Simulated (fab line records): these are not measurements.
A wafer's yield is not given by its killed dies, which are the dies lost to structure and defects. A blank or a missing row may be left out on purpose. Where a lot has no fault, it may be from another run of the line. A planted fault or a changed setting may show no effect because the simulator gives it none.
The tool behind it: which one? / flow n5 finfet / Sampling: 12 lots, 36 wafers, 2 of 1938 route steps

## WHAT THE GAUGES SHOWED, per wafer
N5_MOL_CONTACT_COAG_CD_MEAS_84: the cd target is 25.1 nm.
lot=L075; measured=day 5 12:25; on=cd sem-02; cd nm (nm)=25.01 25.26 25.27
lot=L077; measured=day 6 04:14; on=cd sem-03; cd nm (nm)=25.35 25.11 25.12
lot=L078; measured=day 6 11:32; on=cd sem-01; cd nm (nm)=25.00 24.93 24.91
lot=L081; measured=day 7 03:25; on=cd sem-03; cd nm (nm)=25.16 25.42 24.99
lot=L084; measured=day 7 15:14; on=cd sem-01; cd nm (nm)=25.45 25.13 25.36
lot=L085; measured=day 8 00:22; on=cd sem-03; cd nm (nm)=25.09 25.12 25.06
lot=L087; measured=day 8 08:34; on=cd sem-02; cd nm (nm)=25.19 25.17 25.32
lot=L089; measured=day 8 22:07; on=cd sem-03; cd nm (nm)=25.02 25.65 25.16
lot=L091; measured=day 9 05:51; on=cd sem-02; cd nm (nm)=24.82 25.02 24.82
lot=L093; measured=day 9 20:25; on=cd sem-02; cd nm (nm)=25.47 24.99 25.50
lot=L095; measured=day 11 03:05; on=cd sem-03; cd nm (nm)=25.51 25.68 25.05
lot=L097; measured=day 11 21:18; on=cd sem-03; cd nm (nm)=25.38 25.19 24.68

## WHAT TOOL EACH LOT RAN ON (gives the tool, then ch and the chambers of the sampled wafers, and finally the start)
lot=L075; N5_MOL_CONTACT_COAG_ETCH_15=rie diel-01 ch 0,1,3, day 5 03:54
lot=L077; N5_MOL_CONTACT_COAG_ETCH_15=rie diel-01 ch 2,3, day 5 17:41
lot=L078; N5_MOL_CONTACT_COAG_ETCH_15=rie diel-03 ch 0,1,3, day 6 02:18
lot=L081; N5_MOL_CONTACT_COAG_ETCH_15=rie diel-02 ch 0,1,2, day 6 14:56
lot=L084; N5_MOL_CONTACT_COAG_ETCH_15=rie diel-01 ch 1,2,3, day 7 06:58
lot=L085; N5_MOL_CONTACT_COAG_ETCH_15=rie diel-03 ch 1,2,3, day 7 13:38
lot=L087; N5_MOL_CONTACT_COAG_ETCH_15=rie diel-03 ch 1,2,3, day 8 01:23
lot=L089; N5_MOL_CONTACT_COAG_ETCH_15=rie diel-03 ch 0,1,2, day 8 12:38
lot=L091; N5_MOL_CONTACT_COAG_ETCH_15=rie diel-01 ch 0,2,3, day 8 19:46
lot=L093; N5_MOL_CONTACT_COAG_ETCH_15=rie diel-02 ch 0,1,2, day 9 09:28
lot=L095; N5_MOL_CONTACT_COAG_ETCH_15=rie diel-01 ch 0,2,3, day 10 13:55
lot=L097; N5_MOL_CONTACT_COAG_ETCH_15=rie diel-02 ch 0,2,3, day 11 09:54
- N5_MOL_CONTACT_COAG_ETCH_15: etches SiNx in CH3F/O2, stops on Si:P, target depth 7 nm.

## THE ANSWER, worked out from the rows above alone
Rule: what is usual is taken from the lots themselves. Put in order of their means at a reading, lots are off if they are a third of the lots or fewer, leave a main group of 4 or more, and stand apart from it by a gap of 3 or more times the standard deviation of the main group's means; of several such gaps the widest counts. A main group is skipped when, at the precision printed for the reading in the tables above, its means are all equal. A lot without any number at a reading at which 4 lots or more have one is off too. All remaining lots with rows at the step are treated as sound.
No lot is off at any reading shown: from this, nothing can be told.

## WHAT WAS PUT IN BY THE SIMULATOR
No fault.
